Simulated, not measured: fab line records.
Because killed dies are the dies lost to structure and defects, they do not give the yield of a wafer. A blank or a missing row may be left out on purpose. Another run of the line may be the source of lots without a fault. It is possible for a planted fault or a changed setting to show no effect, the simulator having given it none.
Matching of chambers ; flow n5-finfet ; N5_BEOL_M11_STRIP_19 on rie-diel-03 has 4 sister chambers
The step strips in O2. 14 wafers are shown with their chamber, then 7 later ones without.

## WAFERS PAIRED WITH THEIR CHAMBERS
wafer;chamber;showerhead-plenum-p-Torr (Torr);throttle-valve-pct (%);oes-product-au (a.u.)
L078.3;3;2.03;16.83;0.83
L078.5;2;2.21;16.98;0.81
L078.6;1;2.13;16.58;0.85
L079.2;2;2.21;16.99;0.79
L079.4;3;2.03;16.85;0.82
L079.5;0;2.24;16.55;0.94
L083.2;2;2.20;16.98;0.79
L083.5;2;2.20;16.99;0.79
L083.6;1;2.12;16.60;0.83
L081.1;0;2.24;16.53;0.91
L081.3;2;2.20;17.00;0.79
L081.5;1;2.12;16.62;0.82
L085.1;2;2.20;17.01;0.79
L085.5;2;2.20;16.99;0.79

SIGNATURES (averages over the wafers above)
reading;chamber 0;chamber 1;chamber 2;chamber 3;scatter within a chamber
showerhead-plenum-p-Torr;2.2400;2.1233;2.2029;2.0300;0.00458
throttle-valve-pct;16.5400;16.6000;16.9914;16.8400;0.0137
oes-product-au;0.9250;0.8333;0.7929;0.8250;0.0114
Rule: a wafer's distance from a chamber is the root of the sum, over the readings, of the square of ((its reading less the chamber's mean) divided by the reading's scatter). If the next closest chamber is less than 2 further off than the closest, the wafer can't be placed; otherwise it belongs to the closest. The scatter: the root of (the sum of the squares of (reading less its chamber's mean) over the shown wafers, divided by (wafers less chambers)).

## WAFERS WITH NO CHAMBER GIVEN
wafer;showerhead-plenum-p-Torr (Torr);throttle-valve-pct (%);oes-product-au (a.u.)
L085.6;2.24;16.56;0.90
L094.2;2.12;16.64;0.81
L094.3;2.23;16.60;0.87
L094.5;2.20;17.03;0.78
L096.3;2.02;16.93;0.78
L096.4;2.19;17.04;0.76
L096.5;2.02;16.92;0.78

## THE CHAMBER EACH PASSED THROUGH
wafer;from the rows above;in truth
L085.6;0;0
L094.2;1;1
L094.3;0;0
L094.5;2;2
L096.3;3;3
L096.4;2;2
L096.5;3;3
7 of 7 placed correctly. Left unplaced by these rows: 0. Wrongly placed: 0.
